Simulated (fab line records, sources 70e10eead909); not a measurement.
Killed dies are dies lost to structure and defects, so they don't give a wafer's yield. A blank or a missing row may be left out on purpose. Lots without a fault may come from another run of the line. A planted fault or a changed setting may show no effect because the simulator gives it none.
fab line records | flow nand_harc
record lots=14 wafers=42 last_day=32
route steps=1302 shown P_ZERO_WELL@43 P_GATE@122
lots that met no fault: from a run of the same line without faults
start_h: hours from the record's first day to the start of the lot's first wafer shown | wait_h: hours since the lot's step before | " the same as in the row above | L1.1+2: a row that stands for several wafers | - no value, or no start given | * or withheld: withheld | < > ~ a bound
route shown NAME@n: a module of which the file shows steps, and the number in the route of the first | usual: mean/standard deviation of fault-free wafers | same: alike in all rows | chamber/n: place in a boat | sites: the reading at each site | _std_site: their standard deviation | _edge_site: outer sites' mean less inner sites' | radius_mm: how far each site lies from the wafer's centre | mask NAME#n: copy n | behind: the tool/chamber that last shaped the wafer | hold: why the lot was held/for how many hours/how that ended | device: the transistor (n, p or np) that didn't switch | end of line: the same wafers' tests at the end of the route | a step without rows: its recipe alone | killed: dies lost to structure and defects at the first sort, not the wafer's yield | map: a wafer's dies, x killed, . not, _ none there
set.NAME: the setting as run; set.NAME@STEP: as run at that earlier step | model.NAME: the simulator's own value behind a step, which no gauge read
steps of the route over a sample of lots; a table a step, a row a wafer
services: from which hour (start_h, from the record's first day; less than 0 if before it) a tool's chamber was out of use, for how many hours, and why
## steps
# step NHARC_P_ZERO_WELL_DEVELOP_36
# recipe time_s=70
# usual chill_plate_temp_C=23.02/0.11 exhaust_pa=45.0/0.95
# columns lot.wafer tool chamber start_h wait_h chill_plate_temp_C exhaust_pa
L149.1 litho_track-05 0 24 - 23.03 45.9
L149.2 " 0 " " 23.16 44.1
L149.5 " 0 " " 23.16 44.6
L152.1 litho_track-03 - 54 - - -
L152.2 " - " " - -
L152.6 " - " " - -
L153.2 litho_track-05 - 63 - - -
L153.3 " - " " - -
L153.6 " - " " - -
L161.3 litho_track-03 0 147 - 23.05 44.8
L161.4 " 0 " " 22.98 44.2
L161.5 " 0 " " 23.08 44.1
L162.1 litho_track-05 0 154 - 23.25 43.4
L162.4 " 0 " " 23.08 45.0
L162.6 " 0 " " 22.98 45.0
L163.3 litho_track-07 0 164 - 23.04 44.2
L163.5 " 0 " " 23.04 44.8
L163.6 " 0 " " 23.03 45.3
L164.2 litho_track-07 0 174 - 23.08 43.4
L164.5 " 0 " " 23.02 43.4
L164.6 " 0 " " 23.24 44.0
L165.1 litho_track-03 0 184 - 22.97 44.8
L165.2 " 0 " " 23.08 43.4
L165.4 " 0 " " 23.15 45.0
L166.1 litho_track-03 0 194 - 23.13 46.3
L166.3 " 0 " " 23.19 45.7
L166.4 " 0 " " 23.20 45.8
L167.1 litho_track-03 0 204 - 22.92 45.3
L167.4 " 0 " " 23.05 44.8
L167.5 " 0 " " 22.98 45.3
L168.1 litho_track-07 0 214 - 22.87 47.3
L168.2 " 0 " " 23.01 46.1
L168.4 " 0 " " 23.11 46.6
L169.3 litho_track-03 0 224 - 22.98 44.9
L169.4 " 0 " " 22.91 44.7
L169.6 " 0 " " 22.92 44.6
L170.1 litho_track-03 0 233 - 22.88 44.6
L170.2 " 0 " " 23.16 44.8
L170.4 " 0 " " 22.98 46.0
L172.2 litho_track-05 0 254 - 23.14 45.2
L172.3 " 0 " " 23.23 45.4
L172.4 " 0 " " 23.24 44.9
# step NHARC_P_ZERO_WELL_DESCUM_39
# recipe time_s=3 o2_flow_sccm=200 ar_flow_sccm=0 bias_power_w=0 chemistry=O2
# usual drypump_motor_current_A=6.0/0.33 mfc_ar_sccm=0.015/0.014 oes_product_au=1.000/0.013 rf_vpp_V=57.5/0.81 showerhead_plenum_p_Torr=1.87/0.07 throttle_valve_pct=11.311/0.0089
# columns lot.wafer tool chamber start_h wait_h drypump_motor_current_A mfc_ar_sccm oes_product_au rf_hours_counter_h rf_vpp_V showerhead_plenum_p_Torr throttle_valve_pct
L149.1 rie_diel-02 0 24.29 - 6.1 0.016 0.987 47 58.0 1.78 11.320
L149.2 " 1 " " 5.8 0.026 0.996 50 57.6 2.00 11.304
L149.5 " 2 " " 6.4 0 1.014 - 57.3 1.78 11.307
L152.2 rie_diel-02 0 54.44 - 6.1 0.016 1.000 1 57.4 1.78 11.319
L152.1 " 1 " " 5.8 0.026 1.017 2 59.2 2.00 11.325
L152.6 " 1 " " 5.9 0.026 1.015 - 60.4 2.00 11.304
L153.2 rie_diel-09 2 64.14 - 6.1 0.019 0.983 30 57.7 1.83 11.321
L153.3 " 3 " " 5.9 0.035 0.970 30 58.0 1.95 11.304
L153.6 " 1 " " 6.2 0.039 0.983 - 57.6 1.90 11.328
L161.3 rie_diel-02 3 150.18 - 5.5 0.001 0.989 33 58.3 1.87 11.309
L161.4 " 1 " " 5.8 0.026 1.011 18 58.5 1.99 11.316
L161.5 " 3 " " 5.5 0.001 0.991 - 57.4 1.87 11.310
L162.4 rie_diel-02 1 154.40 - 5.8 0.026 1.012 21 56.5 1.99 11.309
L162.1 " 2 " " 6.5 0 1.005 35 57.4 1.77 11.286
L162.6 " 0 " " 6.1 0.016 1.001 - 56.2 1.77 11.305
L163.3 rie_diel-10 0 164.36 - 5.7 0 0.989 41 57.3 1.89 11.318
L163.5 " 2 " " 5.8 0.003 0.999 - 57.5 1.90 11.316
L163.6 " 3 " " 6.2 0 1.010 - 57.9 1.90 11.333
L164.2 rie_diel-02 3 174.68 - 5.5 0.001 0.981 43 57.7 1.87 11.302
L164.6 " 2 " " 6.5 0 0.998 - 56.5 1.77 11.310
L164.5 " 3 " " 5.5 0.001 0.986 - 58.4 1.87 11.298
L165.2 rie_diel-09 3 184.32 - 5.8 0.035 1.002 13 57.8 1.93 11.310
L165.4 " 0 " " 6.1 0.015 1.025 11 57.5 1.91 11.320
L165.1 " 2 " " 6.1 0.019 1.004 13 58.3 1.82 11.318
L166.3 rie_diel-09 0 194.27 - 6.0 0.015 1.026 12 57.5 1.91 11.320
L166.4 " 1 " " 6.2 0.039 1.001 12 56.7 1.89 11.304
L166.1 " 2 " " 6.1 0.019 1.020 14 56.8 1.82 11.306
L167.4 rie_diel-02 3 204.50 - 5.5 0.001 0.986 49 56.9 1.86 11.295
L167.1 " 0 " " 6.1 0.016 0.997 42 56.8 1.76 11.315
L167.5 " 0 " " 6.1 0.016 0.989 - 57.5 1.76 11.310
L168.2 rie_diel-09 2 214.29 - 6.2 0.019 1.006 21 58.9 1.82 11.302
L168.1 " 3 " " 5.8 0.035 0.986 20 57.9 1.93 11.320
L168.4 " 0 " " 6.1 0.015 1.021 18 57.2 1.91 11.323
L169.3 rie_diel-09 1 224.29 - 6.2 0.039 0.989 21 58.0 1.89 11.316
L169.4 " 3 " " 5.9 0.035 0.986 21 56.6 1.93 11.317
L169.6 " 0 " " 6.0 0.015 1.023 - 58.4 1.91 11.314
L170.4 rie_diel-10 2 234.17 - 5.8 0.003 0.988 63 57.0 1.89 11.323
L170.1 " 3 " " 6.3 0 1.006 64 57.6 1.89 11.313
L170.2 " 1 " " 5.0 0.002 1.005 66 57.9 1.96 11.290
L172.4 rie_diel-10 3 254.52 - 6.2 0 1.011 1 56.6 1.89 11.301
L172.2 " 1 " " 5.0 0.002 0.990 1 57.2 1.96 11.300
L172.3 " 2 " " 5.7 0.003 0.995 1 58.3 1.89 11.309
# step NHARC_P_ZERO_WELL_INSPECT_43
# usual raw_defect_count=13/5.8
# columns lot.wafer tool chamber start_h wait_h raw_defect_count
L149.1 defect_inspect-01 - 27.47 0.6 18
L149.2 " - " " 6
L149.5 " - " " 7
L152.1 defect_inspect-01 - 57.74 0.6 10
L152.2 " - " " 10
L152.6 " - " " 8
L153.2 defect_inspect-02 - 67.41 0.5 9
L153.3 " - " " 8
L153.6 " - " " 17
L161.3 defect_inspect-01 - 153.49 0.4 13
L161.4 " - " " 14
L161.5 " - " " 11
L162.1 defect_inspect-01 - 157.53 0.6 8
L162.4 " - " " 15
L162.6 " - " " 9
L163.3 defect_inspect-01 - 167.53 0.4 28
L163.5 " - " " 23
L163.6 " - " " 13
L164.2 defect_inspect-02 - 177.97 0.5 7
L164.5 " - " " 18
L164.6 " - " " 7
L165.1 defect_inspect-01 - 187.62 0.6 17
L165.2 " - " " 15
L165.4 " - " " 16
L166.1 defect_inspect-02 - 197.55 0.6 12
L166.3 " - " " 14
L166.4 " - " " 6
L167.1 defect_inspect-02 - 207.79 0.6 19
L167.4 " - " " 14
L167.5 " - " " 6
L168.1 defect_inspect-01 - 217.58 0.6 8
L168.2 " - " " 22
L168.4 " - " " 15
L169.3 defect_inspect-01 - 228.41 0.4 23
L169.4 " - " " 20
L169.6 " - " " 13
L170.1 defect_inspect-01 - 237.47 0.6 16
L170.2 " - " " 12
L170.4 " - " " 10
L172.2 defect_inspect-02 - 257.86 0.5 13
L172.3 " - " " 10
L172.4 " - " " 9
# step NHARC_P_GATE_CD_MEAS_11
# recipe target_cd_nm=1640 landing_energy_ev=500
# usual cd_nm=1639.5/2.3
# columns lot.wafer tool chamber start_h wait_h cd_nm
L149.1 cd_sem-02 0 87.04 - 1643.4
L149.2 " 0 " " 1642.5
L149.5 " 0 " " 1640.5
L161.3 cd_sem-01 0 205.19 - 1639.8
L161.4 " 0 " " 1638.1
L161.5 " 0 " " 1639.9
L162.1 cd_sem-01 0 205.35 - 1640.4
L162.4 " 0 " " 1638.9
L162.6 " 0 " " 1638.7
L164.2 cd_sem-03 0 226.48 - 1642.4
L164.5 " 0 " " 1637.4
L164.6 " 0 " " 1638.5
L163.3 cd_sem-01 0 226.64 - 1641.7
L163.5 " 0 " " 1642.6
L163.6 " 0 " " 1642.1
L165.1 cd_sem-03 0 239.31 - 1642.0
L165.2 " 0 " " 1637.5
L165.4 " 0 " " 1637.9
L166.1 cd_sem-02 0 247.83 - 1637.6
L166.3 " 0 " " 1640.6
L166.4 " 0 " " 1643.4
L167.1 cd_sem-03 0 258.77 - 1641.6
L167.4 " 0 " " 1643.0
L167.5 " 0 " " 1642.2
L168.1 cd_sem-01 0 269.70 - 1641.1
L168.2 " 0 " " 1640.0
L168.4 " 0 " " 1639.1
L169.3 cd_sem-03 0 284.15 - 1639.6
L169.4 " 0 " " 1638.2
L169.6 " 0 " " 1639.9
L170.1 cd_sem-03 0 288.67 - 1640.3
L170.2 " 0 " " 1639.9
L170.4 " 0 " " 1639.5
L172.2 cd_sem-03 0 310.75 - 1641.3
L172.3 " 0 " " 1635.7
L172.4 " 0 " " 1638.2
## services
# columns tool chamber start_h hours kind
rie_diel-02 2 7.41 6.6 repair
rie_diel-10 - 11.96 0.1 repair
rie_diel-02 3 17.72 10.3 repair
rie_diel-02 0 22.67 - clean
rie_diel-02 0 37.80 6.7 repair
rie_diel-02 - 40.58 9.0 pm
rie_diel-02 1 58.38 36.9 repair
rie_diel-02 0 60.90 4.3 repair
rie_diel-10 - 65.57 9.0 pm
litho_track-07 - 76.00 7.0 pm
rie_diel-09 - 98.19 0.7 repair
litho_track-03 - 100.00 7.0 pm
rie_diel-09 - 101.34 1.3 repair
litho_track-05 - 124.00 7.0 pm
rie_diel-10 3 125.96 7.4 repair
rie_diel-09 - 143.14 9.0 pm
rie_diel-02 1 177.08 2.9 repair
rie_diel-10 1 184.91 2.1 repair
rie_diel-02 1 196.36 6.5 repair
rie_diel-02 - 217.58 9.0 pm
rie_diel-10 - 242.57 9.0 pm
rie_diel-02 3 246.38 3.0 repair
litho_track-07 - 251.00 7.0 pm
rie_diel-09 3 254.32 1.8 repair
## key
first_sign step=NHARC_P_ZERO_WELL_DEVELOP_36 reading=tool_record direction=missing
effect none on later readings
met_at NHARC_P_ZERO_WELL_DEVELOP_36
struck_lots L152,L153
later_rows_left_out L152.1,L152.2,L152.6,L153.2,L153.3,L153.6
sort_left_out L152.1,L152.2,L152.6,L153.2,L153.3,L153.6
tester_left_out L152,L153
not_acting_at NHARC_P_ZERO_WELL_DESCUM_39,NHARC_P_ZERO_WELL_INSPECT_43,NHARC_P_GATE_CD_MEAS_11
onset_between 24 54
fault kind=skipped_step_whole tool=litho_track-03,litho_track-05 chamber=- onset_h=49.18 steps=NHARC_P_ZERO_WELL_DEVELOP_36 scope=struck_lots_only
# tester_left_out: of these lots the tester's yield and bins aren't shown, on N5 and GAA mostly nor the transistor test; their killed dies are dies lost to structure and defects alone, not to doping, threshold or leakage, so they don't give the yield
# sort_left_out: the simulated sort isn't trusted on such a fault, so these wafers' sort isn't shown, and their yield isn't known
# later_rows_left_out: the simulator's readings of these wafers behind a module that went badly wrong aren't trusted and aren't shown, but for the sort
